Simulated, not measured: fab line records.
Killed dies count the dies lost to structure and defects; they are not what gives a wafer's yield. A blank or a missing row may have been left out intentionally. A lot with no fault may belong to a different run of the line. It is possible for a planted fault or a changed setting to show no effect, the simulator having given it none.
The tool behind it: which one? ; flow n5Finfet ; 12 lots, 36 wafers sampled, at 2 steps of a route of 1938

WHAT EACH GAUGE READ, for each wafer
N5_MOL_CONTACT_COAG_OVL_MEAS_85.
lot;measured;on;VG_OVL (nm)
L075;day 5 09:08;overlay-01;-0.5 0.2 0.1
L077;day 5 19:18;overlay-02;-1.0 0.2 0.5
L079;day 6 13:49;overlay-01;0.3 1.3 -0.9
L081;day 6 20:02;overlay-02;-0.8 0.2 -0.2
L083;day 7 07:38;overlay-01;0.3 -0.6 0.3
L085;day 7 22:56;overlay-02;-0.7 -0.3 -0.3
L087;day 8 09:57;overlay-01;0.2 -1.7 -1.4
L089;day 9 01:35;overlay-02;0.4 -0.1 0.4
L091;day 9 11:20;overlay-02;0.1 0.0 -1.5
L093;day 9 22:37;overlay-02;1.2 0.3 -0.1
L095;day 10 07:50;overlay-02;0.0 -1.1 -0.6
L097;day 11 02:20;overlay-02;0.1 0.6 0.4

WHICH TOOL RAN EACH LOT (tool, then ch and the chambers of the sampled wafers, then the start)
lot;N5_MOL_CONTACT_COAG_ALD_123
L075;aldSin-02 ch 0,3, day 5 08:16
L077;aldSin-01 ch 0,1,2, day 5 18:18
L079;aldSin-03 ch 1,2, day 6 12:56
L081;aldSin-02 ch 0,1,2, day 6 19:02
L083;aldSin-03 ch 1,2, day 7 06:38
L085;aldSin-03 ch 0,2,3, day 7 21:56
L087;aldSin-01 ch 0,1,2, day 8 08:57
L089;aldSin-01 ch 0,1,2, day 9 00:43
L091;aldSin-03 ch 0,1,2, day 9 10:28
L093;aldSin-01 ch 0,2,3, day 9 21:37
L095;aldSin-02 ch 0,1,3, day 10 06:49
L097;aldSin-03 ch 1,2, day 11 01:20
- N5_MOL_CONTACT_COAG_ALD_123: deposits SiNx, target thk 5 nm, pulse time 1 s, purge time 2 s.

THE ANSWER, worked out from the rows above alone
Rule: what is usual is taken from the lots themselves. Put in order of their means at a reading, lots are off if they are a third of the lots or fewer, leave a main group of 4 or more, and stand apart from it by a gap of 3 or more times the standard deviation of the main group's means; of several such gaps the widest counts. A main group is skipped when, at the precision printed for the reading in the tables above, its means are all equal. A lot without any number at a reading at which 4 lots or more have one is off too. All remaining lots with rows at the step are treated as sound.
Across all readings shown, no lot is off: no conclusion can be drawn from this.

WHAT WAS PUT IN BY THE SIMULATOR
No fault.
